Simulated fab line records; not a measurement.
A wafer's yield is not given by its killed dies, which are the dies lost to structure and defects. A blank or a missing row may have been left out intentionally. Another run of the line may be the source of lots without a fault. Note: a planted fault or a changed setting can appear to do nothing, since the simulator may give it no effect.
fab line records ; flow n5Finfet
record: lots: 7; wafers: 20; lastDay: 19
route steps=1938 shown HKMG_FIN@454 GATE_CUT@465 BEOL_M4@1111 PASSIVATION@1936
lots that met no fault: taken from a fault-free run of the same line
startH: the number of hours between the record's first day and the start of the first shown wafer of the lot ; waitH: hours from the lot's prior step to this one ; " repeats the value in the row above ; L1.1+2: one row covering several wafers at once ; - no value, or no start given ; * or withheld: withheld ; < > ~ a bound
route shown NAME@n: a module of which the file shows steps, and the number in the route of the first ; usual: mean/standard deviation of fault-free wafers ; same: alike in all rows ; chamber/n: place in a boat ; sites: each site's reading ; _std_site: the values' standard deviation ; _edge_site: the outer-site mean with the inner-site mean subtracted ; radiusMm: for every site, how far away it sits from the centre of the wafer ; mask NAME#n: copy n ; behind: the tool/chamber that last shaped the wafer ; hold: what put the lot on hold/how long, in hours/how the hold closed ; device: which transistor (n, p or np) failed to switch ; end of line: tests of these same wafers at the route's end ; a step with no rows: only its recipe ; killed: at the first sort, the dies lost to defects and structure; wafer yield is something else ; map: a wafer's dies, x killed, . not, _ none there
set.NAME: the setting as run; set.NAME@STEP: as run at that earlier step ; model.NAME: the simulator's own value behind a step, which no gauge read
certain route steps with their lots: each step a table, each wafer a row
services: when a tool's chamber went out of use (startH, in hours from the record's first day, below 0 if earlier), for how many hours, and the reason
== steps ==
step: N5_HKMG_FIN_ETCHBACK_68
recipe: chemistry: Cl2/Ar; stopOn: HfO2; targetDepthA: 5; pressureMtorr: 10; icpW: 600; biasW: 60; Cl2_flow_sccm: 40; Ar_flow_sccm: 60
step: N5_HKMG_FIN_STRIP_69
recipe: chemistry: N2/H2; powerW: 2500; tempC: 300; h2Frac: 0.65; timeS: 360; pressureMtorr: withheld; n2FlowSccm: 1750; h2FlowSccm: 3250
step: N5_HKMG_FIN_ALD_21
recipe: material: TiN; targetThkA: 15; tempC: 400; aldPrecursorFamily: TiCl4; aldCoReactant: NH3; pulseTimeS: 1; purgeTimeS: 3; coReactantPurgeTimeS: 2; coReactantPulseTimeS: 2; aldCycles: 68; pressureTorr: 3
usual: heaterPowerW: 856/92; precursorPulseHeightRel: 1.002/0.02
lot.wafer;tool;chamber;startH;waitH;heaterPowerW;precursorPulseHeightRel
L166.3;aldMetal-04;3;102.88;0.1;688;1.022
L166.4;aldMetal-04;3;102.88;0.1;695;0.971
L172.4;aldMetal-04;3;132.65;0.1;699;0.969
L172.5;aldMetal-04;2;132.65;0.1;856;1.000
L172.6;aldMetal-04;1;132.65;0.1;865;0.994
L173.2;aldMetal-02;0;136.92;0.3;938;1.006
L173.3;aldMetal-02;3;136.92;0.3;773;1.000
L173.4;aldMetal-02;2;136.92;0.3;742;0.993
L174.2;aldMetal-04;1;145.67;0.3;847;0.938
L174.4;aldMetal-04;3;145.67;0.3;724;1.016
L174.5;aldMetal-04;0;145.67;0.3;919;0.974
L178.2;aldMetal-03;2;166.05;0.3;907;1.010
L178.4;aldMetal-03;0;166.05;0.3;1067;0.998
L178.5;aldMetal-03;1;166.05;0.3;833;1.003
L184.2;aldMetal-04;3;202.74;0.3;685;0.983
L184.3;aldMetal-04;0;202.74;0.3;932;1.000
L184.5;aldMetal-04;1;202.74;0.3;836;1.003
L185.2;aldMetal-02;3;208.54;0.3;796;1.046
L185.5;aldMetal-02;0;208.54;0.3;912;1.000
L185.6;aldMetal-02;3;208.54;0.3;781;0.982
step: N5_HKMG_FIN_ALD_72
recipe: material: W; targetThkA: 20; tempC: 300; pressureTorr: 7.5; aldPrecursorFamily: WF6; aldCoReactant: B2H6; pulseTimeS: 1; purgeTimeS: 2; coReactantPurgeTimeS: 2; coReactantPulseTimeS: 3; aldCycles: 7
usual: heaterPowerW: 420/36; precursorPulseHeightRel: 1.000/0.02
lot.wafer;tool;chamber;startH;waitH;heaterPowerW;precursorPulseHeightRel
L166.3;cvdW-02;1;103.26;0.2;384;0.999
L166.4;cvdW-02;0;103.26;0.2;461;0.982
L172.4;cvdW-02;1;133.03;0.2;388;0.991
L172.5;cvdW-02;1;133.03;0.2;394;0.995
L172.6;cvdW-02;0;133.03;0.2;447;0.968
L173.2;cvdW-01;1;137.28;0.2;374;0.999
L173.3;cvdW-01;0;137.28;0.2;441;0.994
L173.4;cvdW-01;1;137.28;0.2;384;0.975
L174.2;cvdW-02;0;146.03;0.2;456;1.002
L174.4;cvdW-02;1;146.03;0.2;405;0.997
L174.5;cvdW-02;0;146.03;0.2;460;1.012
L178.2;cvdW-01;1;166.41;0.2;370;0.982
L178.4;cvdW-01;1;166.41;0.2;383;1.021
L178.5;cvdW-01;1;166.41;0.2;384;0.988
L184.2;cvdW-01;0;203.10;0.2;456;0.999
L184.3;cvdW-01;1;203.10;0.2;387;1.021
L184.5;cvdW-01;1;203.10;0.2;371;1.008
L185.2;cvdW-01;1;208.91;0.2;376;1.026
L185.5;cvdW-01;1;208.91;0.2;367;1.020
L185.6;cvdW-01;0;208.91;0.2;467;0.959
step: N5_HKMG_FIN_W_FILL_22
recipe: material: W; targetThkA: 600; tempC: 400; pressureTorr: 39.4; timeS: 18.2
usual: heaterPowerW: 748/66; throttleValvePct: 19.1/0.63
same: timeS: 18.2
lot.wafer;tool;chamber;startH;waitH;heaterPowerW;throttleValvePct
L166.3;cvdW-02;1;103.31;0.0;698;18.0
L166.4;cvdW-02;0;103.31;0.0;801;19.3
L172.4;cvdW-02;1;133.08;0.0;683;18.0
L172.5;cvdW-02;1;133.08;0.0;690;18.0
L172.6;cvdW-02;0;133.08;0.0;808;19.4
L173.2;cvdW-01;1;137.34;0.0;682;19.1
L173.3;cvdW-01;0;137.34;0.0;821;19.4
L173.4;cvdW-01;1;137.34;0.0;691;19.3
L174.2;cvdW-02;0;146.09;0.0;804;19.2
L174.4;cvdW-02;1;146.09;0.0;688;18.1
L174.5;cvdW-02;0;146.09;0.0;821;19.0
L178.2;cvdW-01;1;166.47;0.0;678;19.7
L178.4;cvdW-01;1;166.47;0.0;683;19.5
L178.5;cvdW-01;1;166.47;0.0;651;19.2
L184.2;cvdW-01;0;203.16;0.0;836;19.6
L184.3;cvdW-01;1;203.16;0.0;678;19.6
L184.5;cvdW-01;1;203.16;0.0;689;19.4
L185.2;cvdW-01;1;208.97;0.0;671;19.6
L185.5;cvdW-01;1;208.97;0.0;675;19.5
L185.6;cvdW-01;0;208.97;0.0;807;19.9
step: N5_HKMG_FIN_PRECLEAN_83
recipe: chemistry: DIW; timeS: 57.5; tempC: 23
step: N5_HKMG_FIN_SRD_84
recipe: dryTimeS: 32; dry: n2Spin; spinRpm: 1500
step: N5_HKMG_FIN_CMP_23
recipe: stopOn: SiNx; tOverpolishS: 10; postCmpClean: rinseOnly; downForcePsi: 4; platenRpm: 50.289; padVelocityMS: 1.0006; targetThkNm: 46.326
usual: motorCurrentA: 12.0/1; overpolishRunS: 10.001/0.0082; timeToEndpointS: 12.5/2.3
lot.wafer;tool;chamber;startH;waitH;motorCurrentA;overpolishRunS;timeToEndpointS
L166.4;cmp-04;0;103.41;0.0;12.0;9.988;12.3
L166.3;cmp-04;3;103.41;0.0;12.3;9.999;13.0
L172.4;cmp-02;3;133.18;0.0;12.3;9.999;15.1
L172.6;cmp-02;3;133.18;0.0;13.2;9.990;14.5
L172.5;cmp-02;0;133.18;0.0;10.4;9.998;14.1
L173.4;cmp-01;1;137.45;0.0;12.4;9.994;8.8
L173.3;cmp-01;2;137.45;0.0;11.1;9.992;12.0
L173.2;cmp-01;3;137.45;0.0;11.3;10.008;12.8
L174.2;cmp-04;0;146.28;0.1;12.0;9.999;14.2
L174.4;cmp-04;1;146.28;0.1;11.6;10.011;11.7
L174.5;cmp-04;0;146.28;0.1;11.5;9.997;15.6
L178.4;cmp-02;1;166.66;0.1;11.2;9.988;11.6
L178.2;cmp-02;3;166.66;0.1;13.0;10.009;14.0
L178.5;cmp-02;1;166.66;0.1;11.0;10.002;13.9
L184.2;cmp-02;0;203.38;0.1;10.9;9.987;14.8
L184.3;cmp-02;1;203.38;0.1;10.8;10.014;13.8
L184.5;cmp-02;1;203.38;0.1;11.1;9.997;15.8
L185.2;cmp-01;2;209.24;0.2;11.1;9.992;12.2
L185.6;cmp-01;0;209.24;0.2;14.5;9.989;10.1
L185.5;cmp-01;1;209.24;0.2;12.4;10.004;8.9
step: N5_HKMG_FIN_CMP_94
recipe: stopOn: SiNx; postCmpClean: wDiluteNh4oh; tOverpolishS: 4.7; downForcePsi: 4; platenRpm: 50.289; padVelocityMS: 1.0006; targetThkNm: 43.299
usual: motorCurrentA: 12.1/1.1
lot.wafer;tool;chamber;startH;waitH;motorCurrentA
L166.4;cmp-04;0;103.89;0.4;12.0
L166.3;cmp-04;3;103.89;0.4;12.7
L172.4;cmp-02;3;133.66;0.4;13.0
L172.6;cmp-02;3;133.66;0.4;12.3
L172.5;cmp-02;0;133.66;0.4;10.3
L173.4;cmp-01;1;137.93;0.4;11.7
L173.3;cmp-01;2;137.93;0.4;11.7
L173.2;cmp-01;3;137.93;0.4;11.2
L174.2;cmp-04;0;146.71;0.3;11.7
L174.4;cmp-04;1;146.71;0.3;12.1
L174.5;cmp-04;0;146.71;0.3;12.4
L178.4;cmp-02;1;167.09;0.3;11.4
L178.2;cmp-02;3;167.09;0.3;12.9
L178.5;cmp-02;1;167.09;0.3;10.6
L184.2;cmp-02;0;203.86;0.4;10.4
L184.3;cmp-02;1;203.86;0.4;11.3
L184.5;cmp-02;1;203.86;0.4;10.7
L185.2;cmp-01;2;209.62;0.3;11.0
L185.6;cmp-01;0;209.62;0.3;14.3
L185.5;cmp-01;1;209.62;0.3;12.0
step: N5_HKMG_FIN_INSPECT_28
recipe: inspectInstrument: darkfield; mode: postCmp
usual: rawDefectCount: 41/17
lot.wafer;tool;chamber;startH;waitH;rawDefectCount
L166.3;defectInspect-01;-;104.12;0.0;61
L166.4;defectInspect-01;-;104.12;0.0;22
L172.4;defectInspect-01;-;133.89;0.0;31
L172.5;defectInspect-01;-;133.89;0.0;41
L172.6;defectInspect-01;-;133.89;0.0;34
L173.2;defectInspect-01;-;138.16;0.0;33
L173.3;defectInspect-01;-;138.16;0.0;53
L173.4;defectInspect-01;-;138.16;0.0;53
L174.2;defectInspect-01;-;147.12;0.0;33
L174.4;defectInspect-01;-;147.12;0.0;47
L174.5;defectInspect-01;-;147.12;0.0;28
L178.2;defectInspect-02;-;167.29;0.0;36
L178.4;defectInspect-02;-;167.29;0.0;23
L178.5;defectInspect-02;-;167.29;0.0;74
L184.2;defectInspect-01;-;204.09;0.0;41
L184.3;defectInspect-01;-;204.09;0.0;18
L184.5;defectInspect-01;-;204.09;0.0;77
L185.2;defectInspect-02;-;209.79;0.0;61
L185.5;defectInspect-02;-;209.79;0.0;79
L185.6;defectInspect-02;-;209.79;0.0;69
step: N5_GATE_CUT_ETCHBACK_00
recipe: chemistry: SF6/Cl2; target: W; pressureMtorr: 8; icpW: 900; biasW: 80; SF6_flow_sccm: 40; Cl2_flow_sccm: 60
step: N5_GATE_CUT_ETCH_56
recipe: chemistry: Cl2/Ar; target: TiN; targetDepthA: 216; pressureMtorr: 10; icpW: 600; biasW: 60; Cl2_flow_sccm: 40; Ar_flow_sccm: 60
usual: drypumpMotorCurrentA: 5.8/0.38; oes_ar_750_au: 0.70/0.07; oesProductAu: 0.70/0.065; rfFwdPowerW: 595.2/2.3; throttleValvePct: 20.95/0.14
lot.wafer;tool;chamber;startH;waitH;drypumpMotorCurrentA;oes_ar_750_au;oesProductAu;rfFwdPowerW;rfHoursCounterH;throttleValvePct;model.etch.depthNm
L166.3;rieMetal-01;1;104.31;0.1;5.7;0.66;0.68;596.1;-;20.72;22.12
L166.4;rieMetal-01;0;104.31;0.1;5.5;0.62;0.63;590.3;-;21.08;21.2
L172.4;rieMetal-03;0;134.07;0.1;6.4;0.73;0.70;590.9;-;20.90;21.56
L172.5;rieMetal-03;1;134.07;0.1;6.0;0.99;0.87;741.3;-;20.70;26.17
L172.6;rieMetal-03;0;134.07;0.1;6.4;0.73;0.70;591.5;-;20.92;21.35
L173.2;rieMetal-03;0;138.32;0.1;6.4;0.73;0.70;593.8;63;20.91;21.69
L173.3;rieMetal-03;1;138.32;0.1;6.0;0.98;0.87;739.8;-;20.69;26.44
L173.4;rieMetal-03;0;138.32;0.1;6.4;0.74;0.70;595.5;-;20.92;21.52
L174.2;rieMetal-03;1;147.27;0.1;6.0;0.98;0.87;739.9;39;20.70;26.4
L174.4;rieMetal-03;1;147.27;0.1;6.0;0.98;0.88;741.3;-;20.68;26.6
L174.5;rieMetal-03;0;147.27;0.1;6.4;0.73;0.70;598.0;-;20.93;21.42
L178.2;rieMetal-02;0;167.44;0.1;5.7;0.62;0.63;597.8;104;21.16;21.34
L178.4;rieMetal-02;1;167.44;0.1;5.3;0.69;0.69;594.8;-;21.09;21.4
L178.5;rieMetal-02;0;167.44;0.1;5.6;0.62;0.64;595.3;-;21.14;21.25
L184.2;rieMetal-03;0;204.24;0.1;6.4;0.72;0.69;593.0;69;20.95;21.52
L184.3;rieMetal-03;1;204.24;0.1;6.0;0.76;0.76;599.7;-;20.85;21.9
L184.5;rieMetal-03;1;204.24;0.1;6.0;0.76;0.77;597.1;-;20.83;21.95
L185.2;rieMetal-02;0;209.95;0.1;5.6;0.61;0.63;599.4;107;21.11;21.4
L185.5;rieMetal-02;0;209.95;0.1;5.6;0.61;0.63;597.6;-;21.14;21.35
L185.6;rieMetal-02;1;209.95;0.1;5.3;0.69;0.69;595.5;-;21.09;21.79
step: N5_GATE_CUT_ETCHBACK_30
recipe: chemistry: Cl2/Ar; target: TiN; targetDepthA: 30; mode: isotropic; pressureMtorr: 10; icpW: 600; biasW: 60; Cl2_flow_sccm: 40; Ar_flow_sccm: 60
step: N5_BEOL_M4_RC_MEAS_101
usual: DIBL_N: 36.0/1.6; DIBL_P: 35.8/2; IOFF_N: 0.152/0.03; IOFF_P: 0.20/0.031; ION_N: 670/12; ION_P: 459/7.4; SS_N: 71.5/0.56; SS_P: 73.2/0.64; VT_N: 251/3.5; VT_P: -252/3.3
lot.wafer;tool;chamber;startH;waitH;DIBL_N[mV/V];DIBL_P[mV/V];IOFF_N[nA/um];IOFF_P[nA/um];ION_N[uA/um];ION_P[uA/um];SS_N[mV/dec];SS_P[mV/dec];VT_N[mV];VT_P[mV]
L166.3;prober-01;0;214.96;0.3;36.2;36.7;0.183;0.22;682;460;71.4;74.0;245;-252
L166.4;prober-01;0;214.96;0.3;36.0;36.4;0.176;0.21;681;462;71.8;73.7;248;-251
L172.4;prober-01;0;247.48;0.5;33.4;34.1;0.119;0.17;666;460;71.4;72.7;253;-252
L172.5;prober-01;0;247.48;0.5;36.4;37.2;0.165;0.24;679;471;71.8;74.6;249;-247
L172.6;prober-01;0;247.48;0.5;35.5;36.4;0.144;0.20;664;458;71.2;73.3;251;-252
L173.2;prober-02;0;252.90;0.2;34.8;35.0;0.124;0.17;664;456;71.4;73.1;251;-256
L173.3;prober-02;0;252.90;0.2;34.8;35.0;0.128;0.16;663;452;70.9;72.8;250;-256
L173.4;prober-02;0;252.90;0.2;35.9;37.1;0.146;0.19;666;454;72.0;74.0;250;-253
L174.2;prober-01;0;275.76;0.2;36.0;35.3;0.140;0.19;673;461;71.3;73.4;252;-253
L174.4;prober-01;0;275.76;0.2;36.0;35.3;0.128;0.18;656;453;71.2;73.0;257;-256
L174.5;prober-01;0;275.76;0.2;37.1;35.4;0.148;0.19;657;451;70.9;73.4;253;-254
L178.2;prober-02;0;284.50;0.2;37.6;37.2;0.168;0.21;667;453;72.0;74.2;252;-253
L178.4;prober-02;0;284.50;0.2;38.1;37.7;0.174;0.22;679;465;71.8;73.9;251;-250
L178.5;prober-02;0;284.50;0.2;40.1;39.8;0.233;0.26;684;460;72.2;74.7;246;-249
L184.2;prober-02;0;316.10;0.2;34.0;34.0;0.109;0.15;661;451;70.5;72.5;257;-254
L184.3;prober-02;0;316.10;0.2;36.6;36.9;0.150;0.18;665;454;70.7;73.3;252;-254
L184.5;prober-02;0;316.10;0.2;33.0;33.0;0.098;0.14;648;449;70.2;72.2;253;-256
L185.2;prober-01;0;342.92;0.2;34.5;35.1;0.144;0.21;666;463;71.2;73.4;252;-252
L185.5;prober-01;0;342.92;0.2;34.5;33.8;0.140;0.19;667;457;71.4;72.7;251;-250
L185.6;prober-01;0;342.92;0.2;33.8;33.5;0.125;0.19;664;461;71.3;72.7;253;-250
step: N5_PASSIVATION_PROBE_49
usual: defectLimitedYield: 91.6/1.4; killed_at_M0_to_M3: 33/10; killed_at_M4_up: 13/5.3; killedAtContacts: 13/5.9; killedAtFrontEnd: 36/12; killedAtOther: 4/3.1; killedDies: 99/16; killedOnRim: 13/4.2; killedOpen: 65/13; killedShort: 32/7.3; sort_bin_5_function: 4.9/0.9; sort_bin_6_memory: 3.1/0.66; sortNPass: 1081/17; sortYieldPct: 91.6/1.4
same: grossDies: 1180; killedAtBackSide: 0; sort_bin_4_leakage[%]: 0; sort_bin_8_speed[%]: 0
lot.wafer;tool;chamber;startH;waitH;defectLimitedYield[%];killed_at_M0_to_M3;killed_at_M4_up;killedAtContacts;killedAtFrontEnd;killedAtOther;killedDies;killedOnRim;killedOpen;killedShort;sort_bin_5_function[%];sort_bin_6_memory[%];sortNPass;sortYieldPct[%]
L166.3;prober-01;-;321.11;0.1;91.8;39;9;18;26;5;97;6;61;36;5.0;2.9;1083;91.8
L166.4;prober-01;-;321.16;0.2;93.6;26;5;18;26;1;76;12;52;24;3.5;2.8;1104;93.6
L174.5;prober-02;-;379.59;0.2;88.1;32;15;14;73;6;140;15;98;31;6.3;4.2;1040;88.1
L178.5;prober-02;-;391.57;0.2;91.4;31;8;19;39;4;101;20;57;39;4.7;3.3;1079;91.4
killed by level:class
L166.3 MOL_CONTACT_COAG:geometricParticle:open=16 BEOL_M0_SAQP:geometricParticle:short=14 BEOL_M0_SAQP:geometricParticle:open=11 STI_FIN_REVEAL:geometricParticle:open=6 DUMMY_GATE:geometricParticle:open=6 BEOL_M1:geometricParticle:open=4 BEOL_M2:geometricParticle:open=4 FIN_SAQP:geometricParticle:short=3
L166.4 MOL_CONTACT_COAG:geometricParticle:open=15 BEOL_M2:geometricParticle:open=7 BEOL_M0_SAQP:geometricParticle:short=7 BEOL_M0_SAQP:geometricParticle:open=6 GATE_CUT:geometricParticle:short=5 DUMMY_GATE:geometricParticle:open=4 BEOL_M1:geometricParticle:open=4 FIN_SAQP:geometricParticle:open=3
L174.5 FIN_SAQP:geometricParticle:open=23 STI_FIN_REVEAL:geometricParticle:open=19 MOL_CONTACT_COAG:geometricParticle:open=10 HKMG_FIN:areaEtch=10 BEOL_M2:geometricParticle:open=9 FIN_SAQP:geometricParticle:short=8 BEOL_M3:geometricParticle:open=7 DUMMY_GATE:geometricParticle:open=6
L178.5 MOL_CONTACT_COAG:geometricParticle:open=13 STI_FIN_REVEAL:geometricParticle:open=11 BEOL_M1:geometricParticle:open=9 BEOL_M0_SAQP:geometricParticle:short=7 FIN_SAQP:geometricParticle:short=6 MOL_CONTACT_COAG:geometricParticle:short=6 BEOL_M0_SAQP:geometricParticle:open=6 BEOL_M3:geometricParticle:short=5
== services ==
tool;chamber;startH;hours;kind
cmp-02;-;84.20;0.8;repair
cmp-04;-;91.55;4.4;repair
cmp-02;-;94.97;13.4;pm
cvdW-01;-;102.94;1.6;repair
cmp-02;-;115.04;3.9;repair
aldMetal-04;-;115.64;0.8;repair
cmp-04;-;126.33;2.0;repair
cmp-04;-;131.62;7.0;repair
cmp-01;-;131.64;5.3;pm
cmp-04;-;141.32;3.6;pm
aldMetal-02;3;143.51;13.5;repair
rieMetal-02;0;143.90;12.5;repair
cmp-04;-;148.68;4.0;pm
cvdW-01;1;152.40;3.9;repair
cmp-04;-;152.68;-;consumableReplace:conditioner
cmp-04;-;155.04;0.3;repair
aldMetal-02;-;159.49;8.7;pm
rieMetal-03;1;164.51;4.8;repair
cmp-04;-;168.52;5.7;pm
aldMetal-03;1;172.90;21.4;repair
cmp-04;-;174.28;2.0;repair
rieMetal-01;-;176.41;1.3;repair
aldMetal-04;0;188.67;-;calibration
aldMetal-04;-;200.56;1.5;repair
== key ==
firstSign: step: N5_GATE_CUT_ETCH_56; reading: rfFwdPowerW; direction: up; sigmas: 62; usual: *; struck: *
effect: step: N5_GATE_CUT_ETCH_56; reading: oes_ar_750_au; direction: up; sigmas: 4; usual: 0.70; struck: 0.98
modelEffect: step: N5_GATE_CUT_ETCH_56; value: etch.depthNm; without: 21.9; struck: 26.4
metAt N5_GATE_CUT_ETCH_56
struckWafers L172.5,L173.3,L174.2,L174.4
baselineLoss: step: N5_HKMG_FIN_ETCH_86; wafers: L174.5
fault: kind: processParameterDrift; tool: rieMetal-03; chamber: 1; onsetH: 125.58; steps: N5_GATE_CUT_ETCH_56; channel: icpW; offset: 144; shape: step; endH: 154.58; actsIn: theseRecipesOnly; stated: 600
baselineLoss: these wafers lose ten dies or more at that step, a loss of the line's own and not of a fault; the sort's usual values leave them out
